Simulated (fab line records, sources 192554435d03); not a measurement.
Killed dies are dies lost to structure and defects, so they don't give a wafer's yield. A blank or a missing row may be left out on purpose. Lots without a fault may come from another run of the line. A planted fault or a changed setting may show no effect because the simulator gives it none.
Chamber matching | flow n5_finfet | N5_BEOL_M15_VIA_ETCH_16 on rie_diel-05: 4 sister chambers
The step etches SiO2 in C4F8/O2/Ar, target depth 1792.2 nm. 22 wafers are shown with their chamber, then 11 later ones without.

WAFERS WITH THEIR CHAMBER
wafer  | chamber | showerhead_plenum_p_Torr (Torr) | rf_vpp_V (V) | drypump_motor_current_A (A)
L074.1 | 0       | 3.39                            | 2202         | 5.81
L074.4 | 3       | 3.32                            | 2202         | 6.00
L074.6 | 1       | 3.40                            | 2176         | 5.69
L075.1 | 3       | 3.32                            | 2204         | 6.00
L075.2 | 2       | 3.64                            | 2158         | 5.81
L075.4 | 1       | 3.40                            | 2178         | 5.69
L078.1 | 2       | 3.64                            | 2157         | 5.83
L078.3 | 3       | 3.32                            | 2202         | 6.00
L078.5 | 1       | 3.40                            | 2175         | 5.69
L077.2 | 0       | 3.39                            | 2200         | 5.83
L077.3 | 3       | 3.32                            | 2204         | 6.00
L077.4 | 1       | 3.40                            | 2178         | 5.67
L080.2 | 1       | 3.40                            | 2176         | 5.67
L080.4 | 0       | 3.38                            | 2199         | 5.83
L080.5 | 1       | 3.40                            | 2177         | 5.67
L082.1 | 0       | 3.38                            | 2201         | 5.82
L082.4 | 1       | 3.39                            | 2176         | 5.66
L082.6 | 3       | 3.31                            | 2203         | 6.02
L087.1 | 2       | 3.63                            | 2157         | 5.82
L087.2 | 0       | 3.38                            | 2200         | 5.81
L087.5 | 3       | 3.31                            | 2203         | 6.01
L089.1 | 2       | 3.63                            | 2156         | 5.81

SIGNATURES (means of the wafers above)
reading                  | chamber 0 | chamber 1 | chamber 2 | chamber 3 | scatter within a chamber
showerhead_plenum_p_Torr | 3.3840    | 3.3986    | 3.6350    | 3.3167    | 0.00494
rf_vpp_V                 | 2200.40   | 2176.57   | 2157.00   | 2203.00   | 1.03
drypump_motor_current_A  | 5.8200    | 5.6771    | 5.8175    | 6.0050    | 0.0105
Rule: a wafer's distance from a chamber is the root of the sum, over the readings, of the square of ((its reading less the chamber's mean) divided by the reading's scatter). The wafer belongs to the nearest chamber; if the next one is less than 2 further off, it can't be placed. The scatter: the root of (the sum of the squares of (reading less its chamber's mean) over the shown wafers, divided by (wafers less chambers)).

WAFERS WITHOUT THEIR CHAMBER
wafer  | showerhead_plenum_p_Torr (Torr) | rf_vpp_V (V) | drypump_motor_current_A (A)
L089.3 | 3.39                            | 2177         | 5.66
L089.4 | 3.38                            | 2199         | 5.82
L086.3 | 3.31                            | 2202         | 6.01
L086.4 | 3.39                            | 2175         | 5.69
L086.6 | 3.39                            | 2175         | 5.67
L092.1 | 3.38                            | 2175         | 5.69
L092.2 | 3.30                            | 2202         | 6.00
L092.5 | 3.62                            | 2156         | 5.83
L097.2 | 3.38                            | 2175         | 5.68
L097.4 | 3.30                            | 2200         | 6.01
L097.5 | 3.30                            | 2201         | 6.00

WHICH CHAMBER EACH WENT THROUGH
wafer  | from the rows above | in truth
L089.3 | 1                   | 1
L089.4 | 0                   | 0
L086.3 | 3                   | 3
L086.4 | 1                   | 1
L086.6 | 1                   | 1
L092.1 | 1                   | 1
L092.2 | 3                   | 3
L092.5 | 2                   | 2
L097.2 | 1                   | 1
L097.4 | 3                   | 3
L097.5 | 3                   | 3
Placed correctly: 11 of 11. Can't be placed from these rows: 0. Placed wrongly: 0.
